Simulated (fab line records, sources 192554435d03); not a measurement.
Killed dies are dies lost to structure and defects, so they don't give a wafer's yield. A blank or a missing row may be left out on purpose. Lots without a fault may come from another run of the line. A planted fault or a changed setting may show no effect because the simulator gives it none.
fab line records | flow n5_finfet
record lots=22 wafers=66 last_day=17
route steps=1938 shown BEOL_M4@1097 BEOL_M5@1113
lots that met no fault: from a run of the same line without faults
start_h: hours from the record's first day to the start of the lot's first wafer shown | wait_h: hours since the lot's step before | " the same as in the row above | L1.1+2: a row that stands for several wafers | - no value, or no start given | * or withheld: withheld | < > ~ a bound
route shown NAME@n: a module of which the file shows steps, and the number in the route of the first | usual: mean/standard deviation of fault-free wafers | same: alike in all rows | chamber/n: place in a boat | sites: the reading at each site | _std_site: their standard deviation | _edge_site: outer sites' mean less inner sites' | radius_mm: how far each site lies from the wafer's centre | mask NAME#n: copy n | behind: the tool/chamber that last shaped the wafer | hold: why the lot was held/for how many hours/how that ended | device: the transistor (n, p or np) that didn't switch | end of line: the same wafers' tests at the end of the route | a step without rows: its recipe alone | killed: dies lost to structure and defects at the first sort, not the wafer's yield | map: a wafer's dies, x killed, . not, _ none there
set.NAME: the setting as run; set.NAME@STEP: as run at that earlier step | model.NAME: the simulator's own value behind a step, which no gauge read
steps of the route over a sample of lots; a table a step, a row a wafer
services: from which hour (start_h, from the record's first day; less than 0 if before it) a tool's chamber was out of use, for how many hours, and why
## steps
# step N5_BEOL_M4_ANNEAL_93
# recipe temp_c=400 time_s=240 ambient=vacuum
# usual heater_power_w=876/80 susceptor_temp_C_max=400.9/0.34
# columns lot.wafer tool chamber start_h wait_h heater_power_w susceptor_temp_C_max
L074.2 pvd_sputter-03 - 164.67 0.0 844 401.0
L074.3 " - " " 952 400.5
L074.4 " - " " 841 401.0
L075.4 pvd_sputter-03 - 167.23 0.0 852 401.0
L075.5 " - " " 1005 400.9
L075.6 " - " " 893 400.9
L076.2 pvd_sputter-02 - 178.15 0.0 822 402.0
L076.3 " - " " 770 400.7
L076.6 " - " " 735 400.9
L078.2 pvd_sputter-01 - 182.49 0.0 793 400.8
L078.3 " - " " 749 400.6
L078.4 " - " " 913 400.5
L077.3 pvd_sputter-01 - 187.37 0.0 902 401.1
L077.5 " - " " 974 400.7
L077.6 " - " " 742 400.7
L079.1 pvd_sputter-03 - 188.75 0.0 856 401.1
L079.2 " - " " 917 400.6
L079.6 " - " " 853 400.7
L081.1 pvd_sputter-03 - 199.40 0.0 983 401.2
L081.3 " - " " 833 400.8
L081.6 " - " " 846 400.2
L082.1 pvd_sputter-03 - 209.86 0.0 862 401.3
L082.3 " - " " 844 400.6
L082.4 " - " " 916 400.4
L083.1 pvd_sputter-03 - 216.97 0.0 836 401.5
L083.4 " - " " 998 401.4
L083.5 " - " " 841 401.0
L084.2 pvd_sputter-03 - 220.15 0.0 925 400.6
L084.3 " - " " 842 401.4
L084.6 " - " " 910 400.6
L085.2 pvd_sputter-03 - 226.03 0.0 832 400.9
L085.4 " - " " 922 400.9
L085.5 " - " " 971 401.0
L086.2 pvd_sputter-02 - 229.85 0.0 712 400.8
L086.3 " - " " 755 401.2
L086.6 " - " " 776 401.0
L087.3 pvd_sputter-01 - 244.63 0.0 992 400.3
L087.5 " - " " 917 400.7
L087.6 " - " " 1006 401.0
L089.1 pvd_sputter-03 - 245.26 0.0 927 401.0
L089.2 " - " " 840 401.8
L089.3 " - " " 840 401.3
L088.1 pvd_sputter-03 - 255.81 0.0 912 401.1
L088.5 " - " " 838 401.2
L088.6 " - " " 936 400.9
L091.2 pvd_sputter-01 - 264.70 0.0 793 401.0
L091.5 " - " " 823 401.2
L091.6 " - " " 892 401.1
L093.2 pvd_sputter-01 - 274.58 0.0 805 400.9
L093.3 " - " " 745 400.9
L093.4 " - " " 995 400.7
L092.1 pvd_sputter-03 - 279.85 0.0 975 401.1
L092.2 " - " " 868 401.4
L092.4 " - " " 866 401.7
L095.2 pvd_sputter-01 - 284.46 0.0 898 400.6
L095.5 " - " " 895 401.0
L095.6 " - " " 821 400.9
L094.3 pvd_sputter-01 - 286.30 0.0 900 400.8
L094.4 " - " " 743 401.0
L094.6 " - " " 1009 401.2
L096.4 pvd_sputter-03 - 293.86 0.0 983 401.0
L096.5 " - " " 929 400.6
L096.6 " - " " 982 401.7
L097.2 pvd_sputter-02 - 309.22 0.0 736 400.8
L097.4 " - " " 863 400.3
L097.6 " - " " 854 400.5
# step N5_BEOL_M5_CURE_79
# recipe temp_c=385 time_s=240 ambient=He/Ar material=SiCOH_lowk
# usual lamp_power_pct=52.31/0.055 wafer_temp_C_max=386.8/0.75
# columns lot.wafer tool chamber start_h wait_h lamp_power_pct wafer_temp_C_max
L074.2 uv_cure-02 0 167.42 0.3 52.29 387.6
L074.3 " 0 " " 52.32 387.5
L074.4 " 0 " " 52.33 387.2
L075.4 uv_cure-03 1 170.18 0.3 52.24 386.8
L075.5 " 1 " " 52.36 388.6
L075.6 " 1 " " 52.29 387.5
L076.2 uv_cure-01 2 182.17 1.6 52.24 386.4
L076.3 " 2 " " 52.36 386.7
L076.6 " 2 " " 52.31 387.0
L078.2 uv_cure-02 0 185.30 0.4 52.33 387.7
L078.3 " 0 " " 52.35 388.0
L078.4 " 0 " " 52.32 387.3
L077.3 uv_cure-02 1 190.31 0.5 52.29 387.2
L077.5 " 1 " " 52.23 387.1
L077.6 " 1 " " 52.20 387.0
L079.1 uv_cure-03 1 191.26 0.1 52.23 386.9
L079.2 " 1 " " 52.21 388.2
L079.6 " 1 " " 52.37 387.4
L081.1 uv_cure-02 2 201.92 0.0 52.26 386.3
L081.3 " 2 " " 52.30 386.4
L081.6 " 2 " " 52.26 386.8
L082.1 uv_cure-02 1 212.38 0.1 52.27 387.1
L082.3 " 1 " " 52.34 387.3
L082.4 " 1 " " 52.36 386.7
L083.1 uv_cure-02 1 219.45 0.0 52.28 387.4
L083.4 " 1 " " 52.32 387.0
L083.5 " 1 " " 52.27 387.2
L084.2 uv_cure-03 1 222.74 0.1 52.31 387.2
L084.3 " 1 " " 52.31 388.5
L084.6 " 1 " " 52.34 387.3
L085.2 uv_cure-02 2 228.62 0.1 52.46 386.2
L085.4 " 2 " " 52.25 386.1
L085.5 " 2 " " 52.33 386.4
L086.2 uv_cure-01 2 232.87 0.6 52.26 386.6
L086.3 " 2 " " 52.36 386.6
L086.6 " 2 " " 52.30 386.2
L087.3 uv_cure-02 1 247.32 0.2 52.29 387.3
L087.5 " 1 " " 52.35 387.4
L087.6 " 1 " " 52.36 386.7
L089.1 uv_cure-03 0 248.07 0.0 52.40 386.0
L089.2 " 0 " " 52.20 386.1
L089.3 " 0 " " 52.28 386.1
L088.1 uv_cure-01 1 258.34 0.0 52.21 388.0
L088.5 " 1 " " 52.27 387.8
L088.6 " 1 " " 52.33 388.1
L091.2 uv_cure-03 0 267.28 0.1 52.32 385.9
L091.5 " 0 " " 52.37 385.8
L091.6 " 0 " " 52.30 386.4
L093.2 uv_cure-01 0 277.16 0.1 52.38 386.3
L093.3 " 0 " " 52.28 386.4
L093.4 " 0 " " 52.25 386.3
L092.1 uv_cure-02 2 282.39 0.0 52.38 386.8
L092.2 " 2 " " 52.37 387.0
L092.4 " 2 " " 52.33 386.5
L095.2 uv_cure-03 0 287.07 0.1 52.33 385.8
L095.5 " 0 " " 52.30 385.5
L095.6 " 0 " " 52.28 385.7
L094.3 uv_cure-03 1 289.18 0.2 52.26 388.2
L094.4 " 1 " " 52.44 387.5
L094.6 " 1 " " 52.36 387.5
L096.4 uv_cure-02 2 296.58 0.3 52.32 386.1
L096.5 " 2 " " 52.35 386.2
L096.6 " 2 " " 52.31 386.2
L097.2 uv_cure-01 2 311.79 0.1 52.38 386.0
L097.4 " 2 " " 52.25 386.1
L097.6 " 2 " " 52.36 386.1
# step N5_BEOL_M5_ETCH_62
# recipe chemistry=N2/H2 target=SOC target_depth_a=750 overetch_a=150 mask_material=SiARC temp_c=40 time_s=112.5 ion_energy_ev=200 pressure_mtorr=30 source_w=840 bias_w=150 n2_flow_sccm=200 h2_flow_sccm=200
# usual bias_w=150.0/0.43 drypump_motor_current_A=5.6/0.47 oes_product_au=0.64/0.072 rf_vpp_V=523/3.3 showerhead_plenum_p_Torr=2.51/0.11 temp_c=39.99/0.1 throttle_valve_pct=17.9/0.31
# columns lot.wafer tool chamber start_h wait_h bias_w drypump_motor_current_A oes_product_au rf_hours_counter_h rf_vpp_V showerhead_plenum_p_Torr temp_c throttle_valve_pct
L074.2 rie_diel-06 1 168.88 0.0 149.8 5.4 0.63 96 527 2.65 39.88 17.4
L074.3 " 3 " " 149.5 4.7 0.66 90 525 2.56 40.12 17.8
L074.4 " 1 " " 149.7 5.4 0.63 - 529 2.65 40.01 17.4
L075.4 rie_diel-02 1 172.41 0.1 150.3 5.4 0.55 - 524 2.49 40.03 18.2
L075.5 " 2 " " 150.1 5.7 0.67 - 523 2.45 39.99 17.7
L075.6 " 0 " " 149.8 5.7 0.60 - 517 2.36 40.03 18.2
L076.2 rie_diel-02 2 184.03 0.0 149.3 5.7 0.66 76 523 2.45 40.08 17.7
L076.3 " 3 " " 149.6 6.0 0.79 3 525 2.62 40.04 17.5
L076.6 " 2 " " 149.4 5.7 0.67 - 522 2.45 39.97 17.7
L078.2 rie_diel-02 1 187.61 0.0 149.9 5.4 0.55 233 524 2.49 40.14 18.2
L078.3 " 2 " " 149.6 5.7 0.66 77 522 2.45 40.06 17.7
L078.4 " 3 " " 150.1 6.0 0.78 4 526 2.62 40.01 17.5
L077.3 rie_diel-02 0 193.40 0.0 149.8 5.7 0.59 146 518 2.36 40.04 18.3
L077.5 " 3 " " 150.2 6.0 0.77 - 525 2.62 39.86 17.5
L077.6 " 2 " " 149.9 5.7 0.66 - 521 2.45 39.99 17.8
L079.1 rie_diel-03 1 193.55 0.0 149.9 5.0 0.69 33 530 2.71 39.97 17.6
L079.2 " 2 " " 150.3 5.3 0.68 49 522 2.47 40.00 17.8
L079.6 " 1 " " 150.6 5.0 0.69 - 529 2.71 40.21 17.6
L081.1 rie_diel-03 3 203.74 0.0 149.7 6.5 0.55 242 520 2.40 39.87 17.8
L081.3 " 2 " " 150.5 5.3 0.67 54 521 2.47 40.07 17.8
L081.6 " 3 " " 149.8 6.5 0.55 - 520 2.40 39.90 17.8
L082.1 rie_diel-02 3 215.20 0.0 150.6 6.0 0.75 11 525 2.62 40.03 17.5
L082.3 " 2 " " 150.6 5.7 0.65 86 522 2.45 40.03 17.8
L082.4 " 0 " " 149.3 5.7 0.59 152 519 2.36 39.82 18.3
L083.1 rie_diel-06 1 221.75 0.0 150.2 5.4 0.62 110 526 2.64 39.96 17.5
L083.4 " 3 " " 150.8 4.8 0.65 105 525 2.55 40.16 17.8
L083.5 " 0 " " 150.4 6.2 0.56 - 519 2.42 39.84 18.4
L084.2 rie_diel-02 0 224.98 0.0 150.4 5.7 0.58 154 520 2.35 40.14 18.3
L084.3 " 3 " " 150.7 6.0 0.75 14 526 2.62 39.91 17.5
L084.6 " 2 " " 150.0 5.6 0.66 - 523 2.45 39.90 17.8
L085.2 rie_diel-02 1 231.76 0.0 150.3 5.4 0.54 246 522 2.49 39.99 18.2
L085.4 " 0 " " 150.4 5.7 0.59 156 517 2.35 39.96 18.3
L085.5 " 1 " " 149.5 5.4 0.54 - 522 2.49 39.99 18.2
L086.2 rie_diel-02 1 234.78 0.0 149.9 5.4 0.54 247 523 2.49 39.99 18.2
L086.3 " 3 " " 149.9 6.0 0.75 17 526 2.62 39.72 17.5
L086.6 " 1 " " 151.1 5.5 0.54 - 524 2.49 39.79 18.2
L087.3 rie_diel-06 3 248.50 0.0 150.6 4.8 0.65 113 526 2.55 39.79 17.8
L087.5 " 0 " " 149.6 6.3 0.56 - 520 2.42 40.03 18.4
L087.6 " 3 " " 150.6 4.8 0.64 - 526 2.55 40.06 17.8
L089.1 rie_diel-06 1 250.82 0.0 150.1 5.4 0.63 118 528 2.64 40.13 17.4
L089.2 " 3 " " 150.2 4.8 0.63 114 525 2.55 39.95 17.8
L089.3 " 0 " " 149.7 6.2 0.56 240 521 2.42 40.05 18.4
L088.1 rie_diel-02 0 260.18 0.0 150.3 5.7 0.59 166 517 2.35 40.17 18.3
L088.5 " 0 " " 150.0 5.7 0.58 - 518 2.35 40.06 18.3
L088.6 " 2 " " 150.5 5.7 0.64 - 524 2.44 40.02 17.8
L091.2 rie_diel-06 0 269.80 0.0 150.4 6.2 0.55 249 522 2.41 40.08 18.4
L091.5 " 1 " " 149.7 5.4 0.60 - 528 2.63 39.91 17.5
L091.6 " 3 " " 150.4 4.7 0.63 - 523 2.54 40.06 17.8
L093.2 rie_diel-03 2 279.10 0.0 150.2 5.3 0.64 85 522 2.46 39.96 17.8
L093.3 " 1 " " 149.9 5.1 0.65 68 527 2.70 39.93 17.7
L093.4 " 0 " " 149.6 6.0 0.55 217 526 2.63 40.16 17.7
L092.1 rie_diel-02 2 283.76 0.0 150.0 5.7 0.63 110 522 2.44 40.03 17.8
L092.2 " 0 " " 149.8 5.7 0.57 174 519 2.35 39.85 18.3
L092.4 " 0 " " 150.1 5.7 0.58 - 518 2.35 39.97 18.3
L095.2 rie_diel-02 0 288.80 0.0 150.5 5.8 0.57 176 518 2.35 39.93 18.3
L095.5 " 0 " " 149.5 5.8 0.57 - 517 2.35 40.16 18.3
L095.6 " 2 " " 149.2 5.6 0.63 - 521 2.44 40.10 17.8
L094.3 rie_diel-06 2 292.23 0.1 149.6 4.7 0.78 - 524 2.50 39.99 17.7
L094.4 " 1 " " 149.7 5.4 0.60 - 527 2.63 40.10 17.5
L094.6 " 2 " " 149.9 4.7 0.78 - 523 2.50 40.11 17.7
L096.4 rie_diel-03 3 298.66 0.0 150.3 6.5 0.75 9 528 2.71 40.11 17.4
L096.5 " 1 " " 149.3 5.0 0.66 - 528 2.69 40.02 17.7
L096.6 " 2 " " 150.6 5.3 0.63 - 522 2.46 39.96 17.9
L097.2 rie_diel-03 2 314.04 0.0 149.8 5.3 0.63 95 520 2.46 39.97 17.9
L097.4 " 3 " " 150.2 6.4 0.75 13 530 2.71 40.17 17.4
L097.6 " 0 " " 149.2 5.9 0.54 - 526 2.62 39.92 17.8
# step N5_BEOL_M5_OVL_MEAS_29
# recipe points_per_wafer=522
# usual V4_OVL=-0.2/0.62
# columns lot.wafer tool chamber start_h wait_h V4_OVL[nm]
L074.2 overlay-02 0 172.31 0.0 -0.3
L074.3 " 0 " " -0.5
L074.4 " 0 " " 0.2
L075.4 overlay-02 0 173.20 0.0 0.3
L075.5 " 0 " " 1.1
L075.6 " 0 " " 0.6
L076.2 overlay-01 0 184.89 0.0 0.9
L076.3 " 0 " " 0.6
L076.6 " 0 " " 1.1
L078.2 overlay-02 0 188.69 0.0 -0.7
L078.3 " 0 " " -1.4
L078.4 " 0 " " -0.6
L077.3 overlay-02 0 195.30 0.0 -0.4
L077.5 " 0 " " 0.7
L077.6 " 0 " " -0.4
L079.1 overlay-01 0 195.41 0.0 -0.1
L079.2 " 0 " " -0.3
L079.6 " 0 " " 0.1
L081.1 overlay-02 0 205.31 0.0 -0.2
L081.3 " 0 " " 0.0
L081.6 " 0 " " -0.6
L082.1 overlay-02 0 216.78 0.0 0.1
L082.3 " 0 " " 0.5
L082.4 " 0 " " 0.5
L083.1 overlay-02 0 222.50 0.0 -0.4
L083.4 " 0 " " -0.1
L083.5 " 0 " " -0.1
L084.2 overlay-01 0 226.77 0.0 0.6
L084.3 " 0 " " 0.6
L084.6 " 0 " " 0.4
L085.2 overlay-01 0 234.23 0.0 -1.1
L085.4 " 0 " " -1.1
L085.5 " 0 " " -0.2
L086.2 overlay-01 0 236.49 0.0 -1.2
L086.3 " 0 " " 0.1
L086.6 " 0 " " 0.2
L087.3 overlay-02 0 249.29 0.0 0.2
L087.5 " 0 " " -0.4
L087.6 " 0 " " -1.2
L089.1 overlay-02 0 251.60 0.0 -0.5
L089.2 " 0 " " 0.1
L089.3 " 0 " " -1.2
L088.1 overlay-01 0 261.99 0.0 -0.9
L088.5 " 0 " " -0.6
L088.6 " 0 " " -0.8
L091.2 overlay-01 0 270.50 0.0 -1.2
L091.5 " 0 " " -1.1
L091.6 " 0 " " -0.8
L093.2 overlay-02 0 279.95 0.0 -0.4
L093.3 " 0 " " -0.1
L093.4 " 0 " " 0.5
L092.1 overlay-01 0 284.95 0.0 0.3
L092.2 " 0 " " 0.2
L092.4 " 0 " " -0.4
L095.2 overlay-01 0 290.40 0.0 -0.8
L095.5 " 0 " " -0.1
L095.6 " 0 " " -0.4
L094.3 overlay-01 0 294.54 0.0 0.8
L094.4 " 0 " " 0.9
L094.6 " 0 " " 0.2
L096.4 overlay-01 0 300.55 0.0 0.0
L096.5 " 0 " " 0.1
L096.6 " 0 " " -0.4
L097.2 overlay-02 0 314.75 0.0 0.5
L097.4 " 0 " " 0.3
L097.6 " 0 " " -0.3
# step N5_BEOL_M5_VIA_ETCH_34
# recipe chemistry=C4F6/O2 target=SiCOH_lowk target_depth_a=883 mask_material=SOC taper_deg=4 time_s=39.2 ion_energy_ev=250 pressure_mtorr=30 source_w=345 bias_w=185 Ar_flow_sccm=300 C4F6_flow_sccm=10 O2_flow_sccm=10
# usual bias_w=184.9/0.58 drypump_motor_current_A=5.6/0.5 oes_product_au=0.80/0.093 rf_vpp_V=654/14 showerhead_plenum_p_Torr=2.82/0.12 throttle_valve_pct=20.95/0.25
# columns lot.wafer tool chamber start_h wait_h bias_w drypump_motor_current_A oes_product_au rf_hours_counter_h rf_vpp_V showerhead_plenum_p_Torr throttle_valve_pct
L074.2 rie_diel-02 2 172.69 0.0 185.7 5.7 0.83 73 643 2.76 20.84
L074.3 " 0 " " 184.7 5.7 0.73 140 665 2.65 21.22
L074.4 " 2 " " 186.1 5.6 0.84 - 644 2.76 20.86
L075.4 rie_diel-02 2 173.47 0.0 185.0 5.6 0.84 - 642 2.76 20.83
L075.5 " 0 " " 184.7 5.7 0.74 - 668 2.65 21.21
L075.6 " 1 " " 185.2 5.5 0.69 - 639 2.82 21.37
L076.2 rie_diel-02 3 185.16 0.0 185.2 6.0 0.98 3 680 2.96 20.79
L076.3 " 2 " " 184.2 5.6 0.83 76 643 2.76 20.84
L076.6 " 2 " " 184.3 5.7 0.83 - 642 2.76 20.86
L078.2 rie_diel-06 1 188.96 0.0 185.5 5.4 0.80 100 648 3.00 20.85
L078.3 " 0 " " 184.5 6.3 0.71 222 676 2.70 21.29
L078.4 " 2 " " 185.1 4.7 0.68 229 650 2.83 21.27
L077.3 rie_diel-03 1 195.65 0.0 184.6 5.1 0.87 34 648 3.02 20.61
L077.5 " 2 " " 186.1 5.3 0.85 - 663 2.78 20.95
L077.6 " 1 " " 184.5 5.1 0.87 - 646 3.02 20.62
L079.1 rie_diel-06 1 195.83 0.0 185.3 5.4 0.81 102 648 3.00 20.84
L079.2 " 3 " " 185.3 4.7 0.84 97 654 2.83 20.76
L079.6 " 3 " " 185.5 4.8 0.84 - 655 2.83 20.75
L081.1 rie_diel-03 1 205.75 0.0 184.7 5.0 0.87 38 646 3.01 20.62
L081.3 " 3 " " 184.6 6.5 0.68 243 636 2.66 20.77
L081.6 " 2 " " 184.3 5.3 0.84 - 661 2.78 20.97
L082.1 rie_diel-02 2 217.05 0.0 184.0 5.7 0.80 86 642 2.76 20.86
L082.3 " 3 " " 185.1 6.0 0.94 12 681 2.96 20.82
L082.4 " 0 " " 185.3 5.7 0.73 152 667 2.64 21.24
L083.1 rie_diel-02 0 222.78 0.0 184.9 5.7 0.73 154 666 2.64 21.25
L083.4 " 2 " " 185.6 5.7 0.81 88 643 2.76 20.87
L083.5 " 2 " " 185.5 5.6 0.82 - 644 2.76 20.86
L084.2 rie_diel-02 0 227.23 0.0 185.2 5.7 0.72 155 667 2.64 21.25
L084.3 " 1 " " 185.1 5.4 0.68 245 636 2.81 21.40
L084.6 " 0 " " 185.2 5.7 0.73 - 667 2.64 21.25
L085.2 rie_diel-02 0 234.50 0.0 184.1 5.7 0.74 157 665 2.64 21.24
L085.4 " 3 " " 184.1 6.0 0.94 17 679 2.95 20.85
L085.5 " 2 " " 185.3 5.6 0.82 - 643 2.75 20.85
L086.2 rie_diel-02 1 236.76 0.0 185.2 5.5 0.68 248 637 2.81 21.40
L086.3 " 0 " " 184.9 5.7 0.73 157 667 2.64 21.24
L086.6 " 3 " " 185.4 6.0 0.93 - 680 2.95 20.84
L087.3 rie_diel-03 3 249.55 0.0 185.8 6.5 0.66 260 637 2.66 20.79
L087.5 " 3 " " 186.8 6.5 0.67 - 636 2.66 20.80
L087.6 " 1 " " 185.0 5.0 0.83 - 649 3.01 20.65
L089.1 rie_diel-03 1 251.88 0.0 185.1 5.0 0.84 57 647 3.01 20.65
L089.2 " 2 " " 185.6 5.3 0.83 73 662 2.77 21.01
L089.3 " 3 " " 185.6 6.5 0.68 261 636 2.66 20.80
L088.1 rie_diel-06 1 262.96 0.0 184.2 5.4 0.78 123 648 2.99 20.86
L088.5 " 1 " " 184.3 5.4 0.78 - 647 2.99 20.87
L088.6 " 3 " " 184.9 4.7 0.80 - 654 2.82 20.78
L091.2 rie_diel-02 2 270.77 0.0 184.0 5.6 0.80 106 643 2.75 20.88
L091.5 " 1 " " 184.0 5.4 0.94 - 639 2.81 20.98
L091.6 " 2 " " 184.3 5.6 0.81 - 643 2.75 20.90
L093.2 rie_diel-03 2 280.35 0.0 185.2 5.3 0.81 85 663 2.76 21.01
L093.3 " 1 " " 186.1 5.0 0.82 69 647 3.00 20.67
L093.4 " 3 " " 185.7 6.5 0.98 3 647 3.00 20.40
L092.1 rie_diel-03 0 285.23 0.0 184.4 5.9 0.68 219 647 2.94 20.84
L092.2 " 1 " " 185.0 5.0 0.82 71 647 3.00 20.66
L092.4 " 3 " " 184.6 6.4 0.98 4 647 2.99 20.40
L095.2 rie_diel-03 3 290.67 0.0 183.6 6.5 0.97 6 646 2.99 20.40
L095.5 " 0 " " 185.1 5.9 0.67 - 647 2.94 20.84
L095.6 " 1 " " 185.0 5.0 0.81 - 649 3.00 20.67
L094.3 rie_diel-03 2 294.99 0.0 184.4 5.3 0.80 89 663 2.76 21.01
L094.4 " 3 " " 185.9 6.4 0.96 7 647 2.99 20.41
L094.6 " 3 " " 185.2 6.4 0.96 - 646 2.99 20.42
L096.4 rie_diel-02 1 300.82 0.0 184.5 5.5 0.90 - 639 2.80 21.00
L096.5 " 0 " " 184.4 5.7 0.71 - 665 2.63 21.28
L096.6 " 2 " " 184.8 5.7 0.79 - 642 2.74 20.90
L097.2 rie_diel-06 2 315.23 0.0 184.8 4.7 0.93 11 650 2.81 20.91
L097.4 " 2 " " 185.0 4.7 0.92 - 650 2.81 20.89
L097.6 " 3 " " 184.8 4.8 0.78 - 655 2.82 20.81
# step N5_BEOL_M5_ETCH_41
# recipe chemistry=CH3F/O2 target=SiCN target_depth_a=315 taper_deg=2 time_s=56.7 ion_energy_ev=120 mask_material=TiN pressure_mtorr=30 source_w=395 bias_w=75 Ar_flow_sccm=150 CH3F_flow_sccm=30 O2_flow_sccm=20
# usual CH3F_flow_sccm=30.00/0.095 bias_w=75.03/0.23 drypump_motor_current_A=5.6/0.49 oes_product_au=0.80/0.093 rf_vpp_V=297.0/2 showerhead_plenum_p_Torr=1.98/0.091 throttle_valve_pct=16.38/0.25
# columns lot.wafer tool chamber start_h wait_h CH3F_flow_sccm bias_w drypump_motor_current_A oes_product_au rf_hours_counter_h rf_vpp_V showerhead_plenum_p_Torr throttle_valve_pct
L074.2 rie_diel-02 2 - - 29.79 74.99 5.6 0.83 73 295.6 1.94 16.25
L074.3 " 0 " " 29.94 75.23 5.7 0.74 140 293.9 1.85 16.62
L074.4 " 2 " " 29.83 74.77 5.6 0.84 - 294.4 1.94 16.26
L075.4 rie_diel-02 2 - - 29.97 74.85 5.6 0.84 - 296.3 1.94 16.25
L075.5 " 0 " " 30.18 74.87 5.7 0.74 - 294.9 1.85 16.61
L075.6 " 1 " " 29.88 75.07 5.4 0.68 - 297.1 1.98 16.82
L076.2 rie_diel-02 3 - - 29.90 74.97 6.0 0.96 3 298.7 2.08 16.12
L076.3 " 2 " " 30.08 75.24 5.6 0.83 77 295.5 1.94 16.26
L076.6 " 2 " " 30.00 75.41 5.7 0.84 - 296.5 1.94 16.28
L078.2 rie_diel-06 1 - - 30.05 74.95 5.4 0.79 100 299.2 2.12 16.25
L078.3 " 0 " " 29.94 74.70 6.2 0.70 222 295.1 1.89 16.77
L078.4 " 2 " " 30.13 75.35 4.8 0.68 229 297.1 1.98 16.68
L077.3 rie_diel-03 1 - - 29.88 75.00 5.0 0.87 34 299.5 2.12 16.01
L077.5 " 2 " " 29.97 75.38 5.2 0.84 - 296.9 1.95 16.38
L077.6 " 1 " " 30.13 74.70 5.0 0.87 - 299.9 2.12 16.00
L079.1 rie_diel-06 1 - - 29.95 74.85 5.4 0.79 102 300.9 2.11 16.24
L079.2 " 3 " " 30.03 74.98 4.7 0.82 97 297.4 2.00 16.29
L079.6 " 3 " " 30.00 75.20 4.7 0.83 - 298.0 2.00 16.29
L081.1 rie_diel-03 1 - - 30.17 74.46 5.0 0.86 38 300.1 2.12 16.01
L081.3 " 3 " " 30.01 74.85 6.4 0.68 243 297.6 1.87 16.36
L081.6 " 2 " " 30.09 75.01 5.3 0.83 - 295.0 1.95 16.37
L082.1 rie_diel-02 2 - - 29.99 74.55 5.6 0.81 86 296.6 1.93 16.27
L082.3 " 3 " " 30.03 75.38 6.0 0.94 12 298.4 2.08 16.12
L082.4 " 0 " " 30.17 75.16 5.7 0.73 152 293.9 1.85 16.63
L083.1 rie_diel-02 0 - - 29.96 74.67 5.7 0.73 154 294.4 1.85 16.63
L083.4 " 2 " " 30.08 75.00 5.6 0.83 88 295.4 1.93 16.29
L083.5 " 2 " " 30.07 75.16 5.6 0.81 - 296.3 1.93 16.30
L084.2 rie_diel-02 0 - - 30.00 75.05 5.7 0.73 155 293.0 1.85 16.63
L084.3 " 1 " " 29.94 74.96 5.5 0.67 245 297.8 1.97 16.85
L084.6 " 0 " " 30.05 74.32 5.7 0.72 - 293.7 1.85 16.62
L085.2 rie_diel-02 0 - - 30.17 75.13 5.7 0.73 157 292.7 1.85 16.62
L085.4 " 3 " " 30.14 75.18 6.0 0.93 17 298.7 2.07 16.15
L085.5 " 2 " " 29.88 74.65 5.6 0.81 - 296.1 1.93 16.30
L086.2 rie_diel-02 1 - - 30.03 75.28 5.5 0.67 248 296.4 1.97 16.86
L086.3 " 0 " " 30.08 74.93 5.7 0.72 157 294.7 1.85 16.64
L086.6 " 3 " " 29.95 75.38 6.0 0.93 - 299.1 2.07 16.15
L087.3 rie_diel-03 3 - - 29.92 75.01 6.5 0.67 260 293.8 1.87 16.39
L087.5 " 3 " " 29.97 75.00 6.5 0.68 - 296.5 1.87 16.41
L087.6 " 1 " " 29.92 75.05 5.0 0.83 - 298.3 2.12 16.05
L089.1 rie_diel-03 1 - - 29.96 75.03 5.0 0.85 57 299.8 2.11 16.05
L089.2 " 2 " " 30.11 75.04 5.3 0.83 73 294.9 1.94 16.43
L089.3 " 3 " " 29.98 75.52 6.4 0.67 261 293.6 1.87 16.40
L088.1 rie_diel-06 1 - - 30.18 75.43 5.4 0.77 123 299.0 2.11 16.31
L088.5 " 1 " " 30.10 75.31 5.4 0.77 - 300.4 2.11 16.28
L088.6 " 3 " " 30.10 74.84 4.7 0.81 - 296.6 1.99 16.32
L091.2 rie_diel-02 2 - - 29.94 74.69 5.7 0.80 106 296.4 1.93 16.33
L091.5 " 1 " " 30.16 75.28 5.5 0.93 - 296.3 1.97 16.33
L091.6 " 2 " " 29.99 75.07 5.7 0.81 - 297.1 1.93 16.32
L093.2 rie_diel-03 2 - - 29.97 75.02 5.3 0.80 85 296.7 1.94 16.46
L093.3 " 1 " " 29.95 74.99 5.1 0.82 69 299.0 2.11 16.09
L093.4 " 3 " " 29.94 75.18 6.4 0.98 3 299.8 2.12 15.89
L092.1 rie_diel-03 0 - - 29.95 74.85 5.9 0.67 219 299.0 2.07 16.35
L092.2 " 1 " " 30.04 75.31 5.0 0.82 71 299.9 2.11 16.07
L092.4 " 3 " " 29.98 75.15 6.4 0.96 4 299.8 2.11 15.90
L095.2 rie_diel-03 3 - - 30.03 74.73 6.5 0.96 6 301.5 2.11 15.90
L095.5 " 0 " " 30.18 74.88 5.9 0.67 - 299.6 2.07 16.35
L095.6 " 1 " " 29.97 75.31 5.0 0.80 - 299.8 2.11 16.08
L094.3 rie_diel-03 2 - - 30.02 75.42 5.3 0.80 89 297.2 1.94 16.45
L094.4 " 3 " " 29.93 75.02 6.5 0.97 7 300.0 2.11 15.89
L094.6 " 3 " " 29.97 75.01 6.5 0.96 - 299.5 2.11 15.91
L096.4 rie_diel-02 1 - - 30.06 74.81 5.5 0.90 - 295.7 1.97 16.35
L096.5 " 0 " " 30.00 74.80 5.7 0.71 - 294.2 1.84 16.67
L096.6 " 2 " " 29.97 74.99 5.6 0.79 - 296.8 1.93 16.32
L097.2 rie_diel-06 2 - - 29.82 74.81 4.7 0.93 12 296.5 1.97 16.23
L097.4 " 2 " " 29.92 74.51 4.7 0.93 - 297.4 1.97 16.24
L097.6 " 3 " " 30.01 74.95 4.7 0.79 - 297.5 1.99 16.36
## services
# columns tool chamber start_h hours kind
rie_diel-02 3 159.07 - clean
rie_diel-02 3 159.07 - consumable_replace:focus_ring
rie_diel-02 3 159.07 16.3 scheduled_down
rie_diel-02 3 159.07 16.3 vent_cycle
rie_diel-06 0 163.38 9.6 repair
uv_cure-01 - 167.01 14.6 pm
uv_cure-03 - 178.99 7.5 pm
uv_cure-02 - 202.88 2.1 pm
uv_cure-02 - 210.66 1.3 repair
uv_cure-02 - 231.90 7.9 repair
rie_diel-02 1 245.26 - clean
rie_diel-02 1 245.26 - consumable_replace:focus_ring
rie_diel-02 1 245.26 17.8 scheduled_down
rie_diel-02 1 245.26 17.8 vent_cycle
rie_diel-03 3 257.80 - clean
rie_diel-03 3 257.80 - consumable_replace:focus_ring
rie_diel-03 0 274.83 3.8 repair
rie_diel-06 3 276.39 6.5 repair
rie_diel-02 3 277.39 11.6 repair
uv_cure-01 - 282.84 0.8 repair
rie_diel-06 3 289.56 18.8 repair
rie_diel-02 3 297.64 18.1 repair
rie_diel-02 1 303.65 4.8 repair
rie_diel-06 1 313.27 20.2 repair
## key
fault none
